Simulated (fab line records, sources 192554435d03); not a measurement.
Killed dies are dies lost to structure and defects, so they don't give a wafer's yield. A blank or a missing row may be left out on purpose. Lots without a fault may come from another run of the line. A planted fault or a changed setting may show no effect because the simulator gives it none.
Split-lot experiment | flow n5_finfet | 7 lots, 21 wafers read, on a route of 1938 steps

THE SPLIT
At N5_FIN_CUT_EXPOSE_05 (exposes mask FIN CUT), the setting dose_mj was moved away from the recipe's 45.75 on 10 of the 21 wafers read, by -6.5% to +7.1%. The other wafers ran this setting at the recipe's value.

FROM THE SPLIT TO THE READING: what the file shows between them, 4 steps
- N5_FIN_CUT_PEB_06: peb time 60 s
- N5_FIN_CUT_DEVELOP_07: develop time 30 s
- N5_FIN_CUT_DESCUM_13: chemistry O2, time 7 s
- N5_FIN_CUT_ETCH_30: etches underlayer in N2/H2, target depth 13 nm, time 10.4 s

THE READING
FIN_CUT.cd_offset_nm (the simulator's own value, which no gauge read), in nm, at N5_FIN_CUT_ETCH_20 (etches SiARC in CF4, target depth 26 nm, time 43.3 s). The file gives no usual value for it. The 11 wafers here that ran the recipe average 0.0 nm, standard deviation 0.12 nm.

wafer  | tool, chamber at the split | dose_mj as run | against the recipe | FIN_CUT.cd_offset_nm, nm | against lot-mates on the recipe
L080.2 | euv_scanner-02, 0          | 45.75          | recipe             | 0.2                      | -
L080.3 | euv_scanner-02, 0          | 43.92          | -4.0%              | -0.8                     | -0.9
L080.4 | euv_scanner-02, 0          | 45.75          | recipe             | 0                        | -
L081.1 | euv_scanner-02, 0          | 48.88          | +6.8%              | 1.2                      | no lot-mate on the recipe
L081.4 | euv_scanner-02, 0          | 48.88          | +6.8%              | 1                        | no lot-mate on the recipe
L081.5 | euv_scanner-02, 0          | 48.88          | +6.8%              | 1                        | no lot-mate on the recipe
L085.1 | euv_scanner-01, 0          | 45.75          | recipe             | 0                        | -
L085.2 | euv_scanner-01, 0          | 45.75          | recipe             | -0.2                     | -
L085.5 | euv_scanner-01, 0          | 45.75          | recipe             | -0.2                     | -
L086.2 | euv_scanner-02, 0          | 45.75          | recipe             | 0                        | -
L086.4 | euv_scanner-02, 0          | 45.75          | recipe             | 0                        | -
L086.6 | euv_scanner-02, 0          | 44.15          | -3.5%              | -0.6                     | -0.6
L088.3 | euv_scanner-01, 0          | 42.78          | -6.5%              | -1.2                     | no lot-mate on the recipe
L088.4 | euv_scanner-01, 0          | 42.78          | -6.5%              | -1.2                     | no lot-mate on the recipe
L088.5 | euv_scanner-01, 0          | 42.78          | -6.5%              | -1.2                     | no lot-mate on the recipe
L089.3 | euv_scanner-02, 0          | 45.75          | recipe             | 0                        | -
L089.4 | euv_scanner-02, 0          | 45.75          | recipe             | 0                        | -
L089.6 | euv_scanner-02, 0          | 45.75          | recipe             | 0.2                      | -
L097.1 | euv_scanner-01, 0          | 48.98          | +7.1%              | 1.2                      | +1.2
L097.3 | euv_scanner-01, 0          | 48.98          | +7.1%              | 1.2                      | +1.2
L097.6 | euv_scanner-01, 0          | 45.75          | recipe             | 0                        | -

THE FIT
A straight line over all 21 wafers: FIN_CUT.cd_offset_nm changes by +0.172 nm for each +1% of dose_mj; r = +0.99; the points scatter about the line by 0.11 nm.
The same after taking each lot's own level away (the mean of its wafers on the recipe; 15 wafers): +0.178 nm for each +1%; r = +0.99; scatter 0.092 nm.
On that fit, the largest move of dose_mj shifts the reading by 1.3 nm.
The lots' own levels span -0.13 to 0.10 nm, that is 1.9 times the standard deviation above.
So the lot-to-lot level changes the slope little: the two slopes agree.
Check: with one of the wafers moved furthest among these (+7.1%) left out of the fit, the line predicts +1.26 nm for it against its lot-mates. It came out at +1.2 nm against them.

OTHER SPLITS ON THESE WAFERS
These wafers also went through other splits before the reading. Each is held against what the fit with the lots' levels taken away leaves over:
other split on the same wafers | wafers away from the commonest value | r with FIN_CUT.cd_offset_nm (lot level and that fit taken away)
N5_WELL_APT_EXPOSE_22 dose_mj  | 7                                    | -0.29
N5_WELL_APT_PEB_23 peb_temp_c  | 9                                    | +0.17
N5_FIN_SAQP_HM_DEP_72 time_s   | 7                                    | +0.50
N5_FIN_SAQP_COAT_49 spin_rpm   | 8                                    | +0.45
N5_FIN_CUT_COAT_19 spin_rpm    | 8                                    | +0.25

THE WHOLE CHAIN: every reading that the file lists as answering this split, in the file's order
step               | what it does                                                | reading                                                               | change (the file's fit)               | r (the file's)
N5_FIN_CUT_ETCH_30 | etches underlayer in N2/H2, target depth 13 nm, time 10.4 s | FIN_CUT.cd_offset_nm (the simulator's own value, which no gauge read) | +0.19 nm for each +1% of the setting  | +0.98
N5_FIN_CUT_ETCH_20 | etches SiARC in CF4, target depth 26 nm, time 43.3 s        | FIN_CUT.cd_offset_nm (the simulator's own value, which no gauge read) | +0.181 nm for each +1% of the setting | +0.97

THE FILE'S OWN FIT
FIN_CUT.cd_offset_nm changes by +0.181 nm for each +1% of dose_mj, r = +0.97.
